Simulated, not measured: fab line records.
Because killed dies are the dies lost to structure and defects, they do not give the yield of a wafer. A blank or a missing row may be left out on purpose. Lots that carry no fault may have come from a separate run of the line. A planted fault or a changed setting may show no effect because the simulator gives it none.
fab line records ; flow nand-harc
record: lots: 11; wafers: 33; last-day: 33
route steps=1302 shown A_STAIRCASE@681 END@1302
lots that met no fault: taken from a fault-free run of the same line
start-h: hours from the record's first day to the start of the lot's first wafer shown ; wait-h: how many hours have passed since the lot's step before this one ; " identical to the entry in the row above ; L1.1+2: a row that stands for several wafers ; - no value present, or no start provided ; * or withheld: withheld ; < > ~ a bound
route shown NAME@n: NAME is a module with steps in the file, n the number in the route of the first one ; usual: the fault-free wafers' mean and standard deviation ; same: alike in all rows ; chamber/n: place in a boat ; sites: per-site readings ; _std_site: how widely they spread, as a standard deviation ; _edge_site: outer sites' mean less inner sites' ; radius-mm: for every site, how far away it sits from the centre of the wafer ; mask NAME#n: copy n ; behind: the tool/chamber that last shaped the wafer ; hold: what put the lot on hold/how long, in hours/how the hold closed ; device: which transistor (n, p or np) failed to switch ; end of line: the route-end tests of the same wafers ; step lacking rows: just its recipe ; killed: the dies lost at the first sort to structure and to defects; this is not the yield of the wafer ; map: a wafer's dies, x killed, . not, _ none there
set.NAME: setting as actually run; set.NAME@STEP: the setting as run at that earlier step ; model.NAME: the simulator's own value behind a step, which no gauge read
the route's steps for a sample of lots (tables are steps, rows are wafers)
services: from which hour (start-h, from the record's first day; less than 0 if before it) a tool's chamber was out of use, for how many hours, and why
== steps ==
step: NHARC_A_STAIRCASE_TRIM_24
recipe: time-s: 211.2; o2-flow-sccm: 500; ar-flow-sccm: 0; bias-w: 0; chemistry: O2
usual: drypump-motor-current-A: 5.8/0.59; oes-product-au: 1.003/0.012; rf-vpp-V: 57.8/0.89; showerhead-plenum-p-Torr: 3.57/0.13; throttle-valve-pct: 17.036/0.0093
lot.wafer;tool;chamber;start-h;wait-h;drypump-motor-current-A;oes-product-au;rf-hours-counter-h;rf-vpp-V;showerhead-plenum-p-Torr;throttle-valve-pct
L321.3;rie-diel-02;1;-;-;6.6;0.982;52;56.6;3.34;17.028
L321.1;rie-diel-02;3;-;-;6.7;1.016;32;58.4;3.52;17.028
L321.6;rie-diel-02;2;-;-;6.0;0.998;-;57.8;3.72;17.018
L324.1;rie-diel-04;0;-;-;5.9;1.001;7;55.8;3.62;17.033
L324.5;rie-diel-04;3;-;-;5.6;1.010;-;58.2;3.67;17.034
L324.6;rie-diel-04;0;-;-;5.9;1.017;-;58.5;3.62;17.030
L329.1;rie-diel-13;3;-;-;6.0;0.997;23;57.6;3.51;17.039
L329.5;rie-diel-13;3;-;-;6.1;0.991;-;57.2;3.51;17.035
L329.4;rie-diel-13;0;-;-;5.3;1.001;-;57.6;3.51;17.031
L328.1;rie-diel-02;0;-;-;6.7;1.015;14;57.7;3.77;17.039
L328.4;rie-diel-02;1;-;-;6.6;0.998;13;57.2;3.32;17.049
L328.5;rie-diel-02;3;-;-;6.7;1.019;-;57.4;3.51;17.050
L331.1;rie-diel-02;3;-;-;6.7;1.026;15;58.3;3.51;17.033
L331.5;rie-diel-02;2;-;-;6.0;1.000;-;58.0;3.71;17.016
L331.6;rie-diel-02;3;-;-;6.7;1.017;-;60.3;3.51;17.041
L332.2;rie-diel-13;3;-;-;6.0;0.989;36;56.8;3.50;17.038
L332.3;rie-diel-13;2;-;-;4.9;1.017;37;56.6;3.36;17.040
L332.6;rie-diel-13;0;-;-;5.3;1.001;-;59.1;3.51;17.060
L339.4;rie-diel-04;3;-;-;5.6;1.017;56;57.0;3.64;17.030
L339.1;rie-diel-04;0;-;-;5.9;1.020;62;56.5;3.59;17.041
L339.2;rie-diel-04;1;-;-;5.9;0.999;65;58.3;3.62;17.035
L340.4;rie-diel-13;1;-;-;6.5;1.000;4;58.5;3.74;17.040
L340.2;rie-diel-13;0;-;-;5.3;1.012;4;57.6;3.49;17.039
L340.6;rie-diel-13;1;-;-;6.5;1.002;-;58.8;3.74;17.041
L341.3;rie-diel-13;2;-;-;4.9;0.995;9;58.1;3.34;17.013
L341.2;rie-diel-13;1;-;-;6.5;1.011;9;58.8;3.74;17.049
L341.5;rie-diel-13;3;-;-;6.0;0.980;-;57.7;3.49;17.036
L343.2;rie-diel-04;2;-;-;5.0;1.012;16;57.1;3.53;17.052
L343.3;rie-diel-04;0;-;-;5.9;1.035;13;60.0;3.58;17.041
L343.5;rie-diel-04;3;-;-;5.6;1.010;-;58.2;3.63;17.025
L344.2;rie-diel-13;2;-;-;4.9;0.996;17;57.1;3.34;17.022
L344.3;rie-diel-13;0;-;-;5.3;0.999;18;56.5;3.49;17.023
L344.5;rie-diel-13;1;-;-;6.5;1.006;-;58.2;3.74;17.035
step: NHARC_A_STAIRCASE_TRIM_189
recipe: time-s: 211.2; o2-flow-sccm: 500; ar-flow-sccm: 0; bias-w: 0; chemistry: O2
usual: drypump-motor-current-A: 5.8/0.62; oes-product-au: 1.004/0.013; rf-vpp-V: 57.9/0.85; showerhead-plenum-p-Torr: 3.56/0.14; throttle-valve-pct: 17.037/0.008
lot.wafer;tool;chamber;start-h;wait-h;drypump-motor-current-A;oes-product-au;rf-hours-counter-h;rf-vpp-V;showerhead-plenum-p-Torr;throttle-valve-pct
L321.3;rie-diel-02;0;-;-;6.6;0.993;51;58.8;3.78;17.039
L321.1;rie-diel-02;2;-;-;6.0;0.993;51;57.0;3.72;17.045
L321.6;rie-diel-02;1;-;-;6.6;0.980;-;56.8;3.33;17.039
L324.1;rie-diel-02;1;-;-;6.6;0.991;65;57.8;3.33;17.032
L324.6;rie-diel-02;1;-;-;6.6;0.998;-;57.9;3.33;17.051
L324.5;rie-diel-02;2;-;-;6.0;1.006;-;58.2;3.72;17.037
L329.4;rie-diel-02;1;-;-;6.6;0.991;9;58.6;3.33;17.044
L329.1;rie-diel-02;2;-;-;6.0;0.980;1;57.5;3.71;17.044
L329.5;rie-diel-02;0;-;-;6.6;1.004;-;58.2;3.77;17.041
L328.4;rie-diel-13;1;-;-;6.5;0.994;30;58.2;3.76;17.026
L328.1;rie-diel-13;3;-;-;6.1;0.979;29;57.5;3.50;17.026
L328.5;rie-diel-13;0;-;-;5.3;0.997;-;58.3;3.51;17.039
L331.1;rie-diel-13;2;-;-;4.9;1.005;36;57.1;3.36;17.026
L331.5;rie-diel-13;1;-;-;6.5;0.995;-;58.4;3.76;17.047
L331.6;rie-diel-13;2;-;-;4.9;1.006;-;56.6;3.36;17.040
L332.2;rie-diel-13;1;-;-;6.5;0.995;40;58.6;3.75;17.032
L332.3;rie-diel-13;2;-;-;4.9;1.011;38;57.9;3.36;17.032
L332.6;rie-diel-13;0;-;-;5.3;1.000;-;57.7;3.51;17.038
L339.1;rie-diel-13;2;-;-;4.9;1.007;1;58.7;3.35;17.038
L339.2;rie-diel-13;0;-;-;5.4;1.010;1;59.1;3.50;17.037
L339.4;rie-diel-13;1;-;-;6.5;0.991;1;57.5;3.74;17.036
L340.2;rie-diel-13;0;-;-;5.3;1.005;4;56.9;3.49;17.038
L340.4;rie-diel-13;1;-;-;6.5;0.992;4;57.2;3.74;17.034
L340.6;rie-diel-13;0;-;-;5.3;1.008;-;56.9;3.50;17.045
L341.2;rie-diel-04;2;-;-;5.0;1.028;9;57.3;3.53;17.031
L341.3;rie-diel-04;3;-;-;5.6;1.008;9;58.3;3.63;17.041
L341.5;rie-diel-04;2;-;-;5.0;1.023;-;58.0;3.53;17.035
L343.2;rie-diel-13;2;-;-;4.9;0.993;17;57.6;3.34;17.039
L343.3;rie-diel-13;0;-;-;5.3;0.997;17;57.7;3.49;17.041
L343.5;rie-diel-13;1;-;-;6.5;1.007;-;59.0;3.74;17.030
L344.3;rie-diel-13;2;-;-;4.9;0.997;19;57.1;3.34;17.048
L344.2;rie-diel-13;3;-;-;6.1;0.982;21;58.6;3.48;17.029
L344.5;rie-diel-13;1;-;-;6.5;1.000;-;58.0;3.73;17.032
step: NHARC_A_STAIRCASE_ETCH_199
recipe: target-depth-a: 1000; time-s: 40.5; ion-energy-ev: 400; c4f8-flow-sccm: 20; o2-flow-sccm: 10; ar-flow-sccm: withheld; rf-w: 600; bias-w: 1000; chemistry: C4F8/O2
usual: oes-product-au: 0.953/0.015; rf-vpp-V: 897/5.1; run-length-s: 61.7/0.39
lot.wafer;tool;chamber;start-h;wait-h;oes-product-au;rf-hours-counter-h;rf-vpp-V;run-length-s
L321.3;rie-diel-04;2;365.00;-;0.962;0;897;61.0
L321.1;rie-diel-04;0;365.00;-;0.955;0;900;61.4
L321.6;rie-diel-04;3;365.00;-;0.941;-;901;61.8
L324.1;rie-diel-13;0;394.72;-;0.960;11;895;61.8
L324.5;rie-diel-13;2;394.72;-;0.978;-;890;61.2
L324.6;rie-diel-13;3;394.72;-;0.931;-;894;62.1
L329.4;rie-diel-02;0;439.12;-;0.946;10;905;61.9
L329.1;rie-diel-02;1;439.12;-;0.932;9;888;61.9
L329.5;rie-diel-02;1;439.12;-;0.940;-;888;61.6
L328.4;rie-diel-02;1;447.85;-;0.937;14;888;61.8
L328.1;rie-diel-02;0;447.85;-;0.948;15;903;61.8
L328.5;rie-diel-02;2;447.85;-;0.957;-;903;61.8
L331.1;rie-diel-02;0;468.51;-;0.972;19;905;52.3
L331.5;rie-diel-02;1;468.51;-;0.956;-;890;52.5
L331.6;rie-diel-02;2;468.51;-;0.961;-;902;52.1
L332.3;rie-diel-02;2;474.10;-;0.966;11;904;52.3
L332.2;rie-diel-02;0;474.10;-;0.962;21;904;52.2
L332.6;rie-diel-02;3;474.10;-;0.975;-;895;52.9
L339.4;rie-diel-13;1;531.55;-;0.941;1;904;62.0
L339.2;rie-diel-13;2;531.55;-;0.947;1;890;61.2
L339.1;rie-diel-13;3;531.55;-;0.925;1;895;61.9
L340.2;rie-diel-13;0;542.92;-;0.938;5;894;61.7
L340.4;rie-diel-13;1;542.92;-;0.952;4;903;61.9
L340.6;rie-diel-13;3;542.92;-;0.916;-;895;61.7
L341.3;rie-diel-13;3;562.16;-;0.931;11;894;61.7
L341.2;rie-diel-13;1;562.16;-;0.990;10;905;61.6
L341.5;rie-diel-13;3;562.16;-;0.938;-;894;61.7
L343.2;rie-diel-04;3;579.87;-;0.947;15;900;61.9
L343.3;rie-diel-04;0;579.87;-;0.990;14;898;61.4
L343.5;rie-diel-04;1;579.87;-;0.989;-;897;62.2
L344.3;rie-diel-13;3;583.73;-;0.926;21;895;61.9
L344.2;rie-diel-13;1;583.73;-;0.939;18;903;61.8
L344.5;rie-diel-13;3;583.73;-;0.934;-;893;61.7
step: NHARC_A_STAIRCASE_TRIM_220
recipe: time-s: 211.2; o2-flow-sccm: 500; ar-flow-sccm: 0; bias-w: 0; chemistry: O2
usual: drypump-motor-current-A: 5.8/0.56; oes-product-au: 1.006/0.014; rf-vpp-V: 58.0/0.89; showerhead-plenum-p-Torr: 3.57/0.12; throttle-valve-pct: 17.035/0.0099
lot.wafer;tool;chamber;start-h;wait-h;drypump-motor-current-A;oes-product-au;rf-hours-counter-h;rf-vpp-V;showerhead-plenum-p-Torr;throttle-valve-pct
L321.3;rie-diel-04;2;367.20;0.1;5.0;1.007;1;57.5;3.56;17.041
L321.1;rie-diel-04;0;367.20;0.1;5.9;1.019;1;58.3;3.62;17.032
L321.6;rie-diel-04;2;367.20;0.1;5.0;1.004;-;57.6;3.56;17.032
L324.1;rie-diel-04;0;396.94;0.1;5.9;1.003;9;57.2;3.62;17.032
L324.5;rie-diel-04;0;396.94;0.1;5.9;1.017;-;58.2;3.62;17.038
L324.6;rie-diel-04;1;396.94;0.1;5.9;0.997;-;58.5;3.65;17.040
L329.1;rie-diel-04;3;441.41;0.1;5.6;1.009;24;58.9;3.66;17.038
L329.4;rie-diel-04;0;441.41;0.1;5.9;1.010;-;57.4;3.61;17.025
L329.5;rie-diel-04;1;441.41;0.1;5.9;1.002;-;57.3;3.63;17.036
L328.1;rie-diel-04;0;449.98;0.1;5.9;1.030;32;58.1;3.61;17.038
L328.5;rie-diel-04;0;449.98;0.1;5.9;1.018;-;57.8;3.61;17.015
L328.4;rie-diel-04;3;449.98;0.1;5.6;1.012;-;59.1;3.65;17.025
L331.1;rie-diel-04;1;470.77;0.1;5.9;1.012;46;57.9;3.63;17.023
L331.6;rie-diel-04;0;470.77;0.1;5.9;1.024;-;57.4;3.60;17.030
L331.5;rie-diel-04;1;470.77;0.1;5.9;1.015;-;59.5;3.63;17.040
L332.2;rie-diel-13;0;476.33;0.1;5.3;1.000;40;58.4;3.50;17.037
L332.3;rie-diel-13;1;476.33;0.1;6.5;0.984;42;57.7;3.75;17.050
L332.6;rie-diel-13;1;476.33;0.1;6.5;0.983;-;58.2;3.75;17.040
L339.4;rie-diel-02;0;533.82;0.1;6.7;1.009;38;58.5;3.75;17.023
L339.1;rie-diel-02;1;533.82;0.1;6.6;0.994;39;58.5;3.31;17.028
L339.2;rie-diel-02;2;533.82;0.1;6.0;0.992;33;59.3;3.70;17.043
L340.2;rie-diel-04;1;545.22;0.1;5.8;1.018;2;58.6;3.61;17.029
L340.4;rie-diel-04;2;545.22;0.1;5.0;1.010;2;57.5;3.53;17.049
L340.6;rie-diel-04;1;545.22;0.1;5.9;1.019;-;55.7;3.61;17.032
L341.3;rie-diel-13;3;564.40;0.1;6.0;0.980;11;57.5;3.48;17.049
L341.2;rie-diel-13;2;564.40;0.1;4.9;1.001;10;58.3;3.34;17.034
L341.5;rie-diel-13;0;564.40;0.1;5.3;1.008;-;57.7;3.49;17.046
L343.3;rie-diel-04;1;581.98;0.1;5.8;1.031;18;57.7;3.61;17.032
L343.2;rie-diel-04;2;581.98;0.1;5.0;1.014;19;57.3;3.52;17.040
L343.5;rie-diel-04;2;581.98;0.1;5.0;1.009;-;57.2;3.52;17.047
L344.3;rie-diel-04;1;585.98;0.1;5.9;1.023;20;59.4;3.60;17.018
L344.2;rie-diel-04;0;585.98;0.1;5.9;1.025;16;58.4;3.58;17.032
L344.5;rie-diel-04;2;585.98;0.1;5.0;1.009;-;58.5;3.52;17.043
step: NHARC_END_SORT_01
recipe: temp-c: 25
usual: killed-at-array: 59/20; killed-at-other: 0.8/1.1; killed-at-periphery: 5/3.1; killed-dies: 64/21; killed-open: 3.4/1.9; killed-short: 2.3/1.7
same: gross-dies: 677
lot.wafer;tool;chamber;start-h;wait-h;hold;killed-at-array;killed-at-other;killed-at-periphery;killed-dies;killed-open;killed-short
L321.1;prober-01;0;574.21;2.5;-;84;1;13;98;4;5
L321.3;prober-01;0;575.78;3.1;-;99;0;8;107;5;2
L321.6;prober-01;0;578.14;3.9;-;80;0;7;87;2;3
L324.1;prober-02;0;587.54;2.5;-;63;0;2;65;1;2
L324.5;prober-02;0;590.76;3.7;-;71;1;4;76;1;3
L324.6;prober-02;0;591.57;4.0;-;60;2;4;66;4;1
L329.1;prober-02;0;634.51;2.5;-;62;0;3;65;3;2
L329.4;prober-02;0;636.93;3.4;-;61;0;3;64;2;1
L329.5;prober-02;0;637.74;3.7;-;58;1;4;63;6;2
L328.1;prober-01;0;645.57;2.5;-;43;0;0;43;1;2
L328.4;prober-01;0;647.96;3.4;-;52;0;1;53;3;1
L328.5;prober-01;0;648.75;3.7;-;43;0;1;44;4;0
L331.1;prober-01;0;674.46;2.5;await-dispo/0.8h/release;130;1;2;133;2;3
L331.5;prober-01;0;677.65;3.7;await-dispo/0.8h/release;153;0;4;157;4;2
L331.6;prober-01;0;678.45;4.0;await-dispo/0.8h/release;177;1;9;187;10;1
L332.2;prober-02;0;675.30;2.8;await-dispo/3.4h/release;79;0;1;80;2;1
L332.3;prober-02;0;676.11;3.1;await-dispo/3.4h/release;88;0;1;89;6;2
L332.6;prober-02;0;678.53;4.0;await-dispo/3.4h/release;121;0;2;123;3;1
L339.1;prober-02;0;745.83;2.5;-;69;1;10;80;2;4
L339.2;prober-02;0;746.62;2.8;-;73;5;8;86;5;1
L339.4;prober-02;0;748.21;3.4;-;74;1;16;91;5;2
L340.2;prober-01;0;750.44;2.8;-;69;1;5;75;0;1
L340.4;prober-01;0;752.03;3.4;-;79;0;7;86;4;3
L340.6;prober-01;0;753.63;4.0;-;85;2;6;93;3;1
L341.2;prober-01;0;762.26;2.8;-;48;4;4;56;5;4
L341.3;prober-01;0;763.06;3.1;-;64;1;5;70;6;3
L341.5;prober-01;0;764.67;3.7;-;48;4;2;54;2;3
L343.2;prober-01;0;781.16;2.9;-;50;1;2;53;1;1
L343.3;prober-01;0;781.96;3.2;-;44;0;7;51;6;3
L343.5;prober-01;0;783.57;3.7;-;61;0;6;67;2;1
L344.2;prober-02;0;798.83;2.8;-;45;3;12;60;4;7
L344.3;prober-02;0;799.63;3.1;-;50;1;7;58;3;2
L344.5;prober-02;0;801.23;3.7;-;53;1;5;59;3;0
killed by level:class
L321.1 A_CHANNEL_HOLE_D1:chamber-film-flake=31 A_CHANNEL_HOLE_D2:chamber-film-flake=28 A_STAIRCASE:chamber-film-flake=7 P_ZERO_WELL:chamber-film-flake=4 P_CONTACT:chamber-film-flake=4 A_DECK1_JOINT:chamber-film-flake=4 A_CONTACT:chamber-film-flake=3 A_CONTACT:geometric-particle:open=2
L321.3 A_CHANNEL_HOLE_D1:chamber-film-flake=38 A_CHANNEL_HOLE_D2:chamber-film-flake=32 A_STAIRCASE:chamber-film-flake=11 P_M0:chamber-film-flake=4 A_CONTACT:chamber-film-flake=4 A_WL_FILL:chamber-film-flake=3 A_ONON_D1:geometric-particle:open=2 A_ONON_D2:geometric-particle:open=2
L321.6 A_CHANNEL_HOLE_D2:chamber-film-flake=34 A_CHANNEL_HOLE_D1:chamber-film-flake=31 A_STAIRCASE:chamber-film-flake=6 A_CONTACT:chamber-film-flake=6 P_CONTACT:chamber-film-flake=2 P_CONTACT:geometric-particle:short=1 P_M0:geometric-particle:short=1 A_CHANNEL_FILL_D1:geometric-particle:short=1
L324.1 A_CHANNEL_HOLE_D2:chamber-film-flake=34 A_SLIT:chamber-film-flake=18 A_CONTACT:chamber-film-flake=5 A_STAIRCASE:chamber-film-flake=3 P_M0:geometric-particle:short=1 A_CHANNEL_FILL_D2:geometric-particle:short=1 A_WL_FILL:geometric-particle:open=1 P_GATE:chamber-film-flake=1
L324.5 A_CHANNEL_HOLE_D2:chamber-film-flake=28 A_SLIT:chamber-film-flake=27 A_CONTACT:chamber-film-flake=6 A_STAIRCASE:chamber-film-flake=4 P_GATE:chamber-film-flake=3 A_CHANNEL_HOLE_D1:chamber-film-flake=3 P_STI:geometric-particle:short=1 A_CHANNEL_HOLE_D2:geometric-particle:open=1
L324.6 A_CHANNEL_HOLE_D2:chamber-film-flake=27 A_SLIT:chamber-film-flake=24 P_GATE:chamber-film-flake=2 A_CHANNEL_HOLE_D1:chamber-film-flake=2 A_CONTACT:chamber-film-flake=2 THIN_TSV:chamber-film-flake=2 P_M0:geometric-particle:open=1 A_DECK1_JOINT:geometric-particle:open=1
L329.1 A_CHANNEL_HOLE_D1:chamber-film-flake=40 A_CHANNEL_HOLE_D2:chamber-film-flake=9 A_CONTACT:chamber-film-flake=4 A_WL_FILL:chamber-film-flake=3 P_CONTACT:geometric-particle:open=1 A_SOURCE_PLATE:geometric-particle:open=1 A_ONON_D1:geometric-particle:short=1 A_ONON_D1:geometric-particle:open=1
L329.4 A_CHANNEL_HOLE_D1:chamber-film-flake=35 A_CHANNEL_HOLE_D2:chamber-film-flake=11 A_CONTACT:chamber-film-flake=7 A_WL_FILL:chamber-film-flake=5 P_GATE:geometric-particle:open=1 A_SOURCE_PLATE:geometric-particle:short=1 A_ONON_D2:geometric-particle:open=1 P_ZERO_WELL:chamber-film-flake=1
L329.5 A_CHANNEL_HOLE_D1:chamber-film-flake=31 A_CHANNEL_HOLE_D2:chamber-film-flake=8 A_CONTACT:chamber-film-flake=8 A_CHANNEL_FILL_D1:geometric-particle:open=2 A_STAIRCASE:chamber-film-flake=2 P_CONTACT:geometric-particle:short=1 P_M0:geometric-particle:open=1 A_ONON_D1:geometric-particle:open=1
L328.1 A_CHANNEL_HOLE_D2:chamber-film-flake=32 A_CHANNEL_HOLE_D1:chamber-film-flake=3 A_WL_FILL:chamber-film-flake=2 A_CHANNEL_FILL_D1:geometric-particle:short=1 A_DECK1_JOINT:geometric-particle:short=1 A_CHANNEL_FILL_D2:geometric-particle:open=1 A_STAIRCASE:chamber-film-flake=1 A_SLIT:chamber-film-flake=1
L328.4 A_CHANNEL_HOLE_D2:chamber-film-flake=37 A_CHANNEL_HOLE_D1:chamber-film-flake=3 A_STAIRCASE:chamber-film-flake=3 A_SLIT:chamber-film-flake=3 A_CHANNEL_FILL_D1:geometric-particle:short=1 A_DECK1_JOINT:geometric-particle:open=1 A_WL_FILL:geometric-particle:open=1 A_CONTACT:geometric-particle:open=1
L328.5 A_CHANNEL_HOLE_D2:chamber-film-flake=29 A_CHANNEL_HOLE_D1:chamber-film-flake=6 A_STAIRCASE:chamber-film-flake=2 A_BONDPAD:chamber-film-flake=2 P_M1:geometric-particle:open=1 A_CHANNEL_FILL_D1:geometric-particle:open=1 A_CHANNEL_HOLE_D2:geometric-particle:open=1 A_WL_FILL:geometric-particle:open=1
L331.1 A_STAIRCASE:area-etch=52 A_CHANNEL_HOLE_D1:chamber-film-flake=33 A_SLIT:chamber-film-flake=23 A_CONTACT:chamber-film-flake=8 A_STAIRCASE:chamber-film-flake=3 A_M1:chamber-film-flake=3 A_CHANNEL_HOLE_D2:chamber-film-flake=2 P_CONTACT:geometric-particle:open=1
L332.2 A_STAIRCASE:area-etch=36 A_CHANNEL_HOLE_D2:chamber-film-flake=22 A_DECK1_JOINT:chamber-film-flake=3 A_STAIRCASE:chamber-film-flake=3 A_SLIT:chamber-film-flake=3 A_CHANNEL_HOLE_D1:chamber-film-flake=2 A_CHANNEL_FILL_D2:chamber-film-flake=2 A_CONTACT:chamber-film-flake=2
L332.3 A_STAIRCASE:area-etch=52 A_CHANNEL_HOLE_D2:chamber-film-flake=13 A_CHANNEL_HOLE_D1:chamber-film-flake=5 A_ONON_D2:geometric-particle:open=3 A_CONTACT:chamber-film-flake=3 A_WL_FILL:geometric-particle:short=2 A_STAIRCASE:chamber-film-flake=2 A_M1:chamber-film-flake=2
L331.5 A_STAIRCASE:area-etch=88 A_CHANNEL_HOLE_D1:chamber-film-flake=28 A_SLIT:chamber-film-flake=25 A_CHANNEL_HOLE_D2:unspecified=3 A_M1:chamber-film-flake=3 P_GATE:chamber-film-flake=2 P_M1:geometric-particle:short=1 P_M2:geometric-particle:open=1
L331.6 A_STAIRCASE:area-etch=93 A_CHANNEL_HOLE_D1:chamber-film-flake=34 A_SLIT:chamber-film-flake=34 A_M1:chamber-film-flake=6 P_M0:geometric-particle:open=5 P_M2:geometric-particle:open=2 P_ZERO_WELL:chamber-film-flake=2 A_CHANNEL_HOLE_D2:unspecified=2
L332.6 A_STAIRCASE:area-etch=93 A_CHANNEL_HOLE_D2:chamber-film-flake=7 A_CHANNEL_HOLE_D1:chamber-film-flake=6 A_STAIRCASE:chamber-film-flake=4 A_CONTACT:chamber-film-flake=4 A_M1:chamber-film-flake=2 P_M1:geometric-particle:open=1 A_WL_FILL:geometric-particle:short=1
L339.1 A_SLIT:chamber-film-flake=33 A_CHANNEL_HOLE_D2:chamber-film-flake=17 A_CHANNEL_HOLE_D1:chamber-film-flake=6 P_M0:chamber-film-flake=4 A_CONTACT:chamber-film-flake=3 P_CONTACT:chamber-film-flake=2 A_STAIRCASE:chamber-film-flake=2 A_SGD_CUT:chamber-film-flake=2
L339.2 A_CHANNEL_HOLE_D2:chamber-film-flake=28 A_SLIT:chamber-film-flake=20 A_CHANNEL_HOLE_D1:chamber-film-flake=7 THIN_TSV:chamber-film-flake=5 P_M0:chamber-film-flake=4 A_ZERO_WELL:chamber-film-flake=4 A_WL_FILL:chamber-film-flake=3 P_ZERO_WELL:chamber-film-flake=2
L339.4 A_CHANNEL_HOLE_D2:chamber-film-flake=23 A_SLIT:chamber-film-flake=20 A_STAIRCASE:chamber-film-flake=8 A_CHANNEL_HOLE_D1:chamber-film-flake=7 P_CONTACT:chamber-film-flake=5 P_M0:chamber-film-flake=5 A_CONTACT:chamber-film-flake=4 A_WL_FILL:chamber-film-flake=3
L340.2 A_CHANNEL_HOLE_D1:chamber-film-flake=32 A_SLIT:chamber-film-flake=24 A_CONTACT:chamber-film-flake=6 A_WL_FILL:chamber-film-flake=3 P_CONTACT:chamber-film-flake=2 A_CHANNEL_FILL_D1:chamber-film-flake=2 A_CHANNEL_FILL_D2:geometric-particle:short=1 P_STI:chamber-film-flake=1
L340.4 A_CHANNEL_HOLE_D1:chamber-film-flake=32 A_SLIT:chamber-film-flake=22 A_CHANNEL_FILL_D1:chamber-film-flake=5 A_WL_FILL:chamber-film-flake=5 A_CONTACT:chamber-film-flake=5 P_M2:chamber-film-flake=4 A_BLC:geometric-particle:open=2 P_CONTACT:chamber-film-flake=2
L340.6 A_CHANNEL_HOLE_D1:chamber-film-flake=38 A_SLIT:chamber-film-flake=31 A_CONTACT:chamber-film-flake=4 A_WL_FILL:chamber-film-flake=3 P_M0:geometric-particle:open=2 A_CHANNEL_HOLE_D2:chamber-film-flake=2 A_STAIRCASE:chamber-film-flake=2 A_SGD_CUT:chamber-film-flake=2
L341.2 A_SLIT:chamber-film-flake=17 A_CHANNEL_HOLE_D1:chamber-film-flake=10 A_CONTACT:chamber-film-flake=7 THIN_TSV:chamber-film-flake=4 A_ONON_D1:geometric-particle:open=2 A_DECK1_JOINT:geometric-particle:short=2 P_GATE:chamber-film-flake=2 A_STAIRCASE:chamber-film-flake=2
L341.3 A_SLIT:chamber-film-flake=32 A_CHANNEL_HOLE_D1:chamber-film-flake=13 A_CONTACT:chamber-film-flake=10 P_M0:geometric-particle:short=2 A_ONON_D1:geometric-particle:open=2 A_DECK1_JOINT:chamber-film-flake=2 P_GATE:geometric-particle:open=1 P_M2:geometric-particle:open=1
L341.5 A_SLIT:chamber-film-flake=18 A_CHANNEL_HOLE_D1:chamber-film-flake=16 A_CONTACT:chamber-film-flake=5 THIN_TSV:chamber-film-flake=4 A_ONON_D2:geometric-particle:short=2 A_CHANNEL_HOLE_D2:chamber-film-flake=2 A_STAIRCASE:chamber-film-flake=2 A_DECK1_JOINT:geometric-particle:open=1
L343.2 A_SLIT:chamber-film-flake=25 A_CHANNEL_HOLE_D1:chamber-film-flake=10 A_STAIRCASE:chamber-film-flake=8 A_CONTACT:chamber-film-flake=2 A_DECK1_JOINT:geometric-particle:short=1 A_M0:geometric-particle:open=1 P_STI:chamber-film-flake=1 P_GATE:chamber-film-flake=1
L343.3 A_SLIT:chamber-film-flake=18 A_CHANNEL_HOLE_D1:chamber-film-flake=8 A_STAIRCASE:chamber-film-flake=6 P_STI:chamber-film-flake=5 A_CONTACT:chamber-film-flake=4 P_CONTACT:geometric-particle:open=2 A_WL_FILL:geometric-particle:short=2 A_M0:geometric-particle:open=2
L343.5 A_SLIT:chamber-film-flake=28 A_CHANNEL_HOLE_D1:chamber-film-flake=16 A_STAIRCASE:chamber-film-flake=8 P_STI:chamber-film-flake=4 A_BLC:chamber-film-flake=3 P_GATE:chamber-film-flake=2 A_CONTACT:chamber-film-flake=2 A_ONON_D1:geometric-particle:open=1
L344.2 A_CHANNEL_HOLE_D2:chamber-film-flake=21 A_SLIT:chamber-film-flake=12 P_GATE:chamber-film-flake=7 A_CONTACT:chamber-film-flake=3 THIN_TSV:chamber-film-flake=3 P_M0:geometric-particle:short=2 A_WL_FILL:geometric-particle:short=2 P_STI:geometric-particle:open=1
L344.3 A_CHANNEL_HOLE_D2:chamber-film-flake=22 A_SLIT:chamber-film-flake=11 A_CONTACT:chamber-film-flake=9 P_GATE:chamber-film-flake=4 A_STAIRCASE:chamber-film-flake=3 P_M0:chamber-film-flake=2 P_CONTACT:geometric-particle:short=1 A_CHANNEL_FILL_D1:geometric-particle:short=1
L344.5 A_CHANNEL_HOLE_D2:chamber-film-flake=28 A_CONTACT:chamber-film-flake=10 A_SLIT:chamber-film-flake=9 P_GATE:chamber-film-flake=3 A_WL_FILL:chamber-film-flake=2 P_CONTACT:geometric-particle:open=1 A_DECK1_JOINT:geometric-particle:open=1 A_CONTACT:geometric-particle:open=1
== services ==
tool;chamber;start-h;hours;kind
rie-diel-13;-;342.12;9.0;pm
rie-diel-13;0;342.12;9.0;vent-cycle
rie-diel-13;1;342.12;9.0;vent-cycle
rie-diel-13;2;342.12;9.0;vent-cycle
rie-diel-13;3;342.12;9.0;vent-cycle
rie-diel-13;0;351.12;-;clean
rie-diel-13;1;351.12;-;clean
rie-diel-13;2;351.12;-;clean
rie-diel-13;3;351.12;-;clean
rie-diel-04;-;355.03;9.0;pm
rie-diel-13;3;367.40;20.9;repair
rie-diel-04;2;368.63;3.7;repair
rie-diel-13;0;375.62;-;clean
rie-diel-13;2;377.01;6.5;repair
rie-diel-04;3;385.98;1.7;repair
rie-diel-02;2;395.21;33.8;repair
rie-diel-02;-;396.42;9.0;pm
rie-diel-02;3;405.54;8.1;repair
rie-diel-13;2;418.27;18.2;repair
rie-diel-04;2;440.61;33.2;repair
rie-diel-13;-;519.17;9.0;pm
rie-diel-04;-;532.03;9.0;pm
rie-diel-13;2;547.64;2.1;repair
rie-diel-02;-;573.48;9.0;pm
== key ==
first-sign: step: NHARC_A_STAIRCASE_ETCH_199; reading: run-length-s; direction: down; sigmas: 24; usual: *; struck: *
effect: step: NHARC_END_SORT_01; reading: killed-at-array; direction: up; sigmas: 3.4; usual: 59; struck: 125; wafers-moved: 5
more-kills-born-at: NHARC_A_STAIRCASE_ETCH_199@rie-diel-02: 414
met-at NHARC_A_STAIRCASE_ETCH_199
struck-lots L331,L332
tester-left-out L331,L332
not-acting-at NHARC_A_STAIRCASE_TRIM_24,NHARC_A_STAIRCASE_TRIM_189,NHARC_A_STAIRCASE_TRIM_220
onset-between 447.85 468.51
fault: kind: process-parameter-drift; tool: rie-diel-02; chamber: -; onset-h: 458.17; steps: NHARC_A_STAIRCASE_ETCH_199; channel: time-s; offset: *; shape: step; end-h: 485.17; acts-in: *; stated: *
tester-left-out: of these lots the tester's yield and bins aren't shown, on N5 and GAA mostly nor the transistor test; their killed dies are dies lost to structure and defects alone, not to doping, threshold or leakage, so they don't give the yield
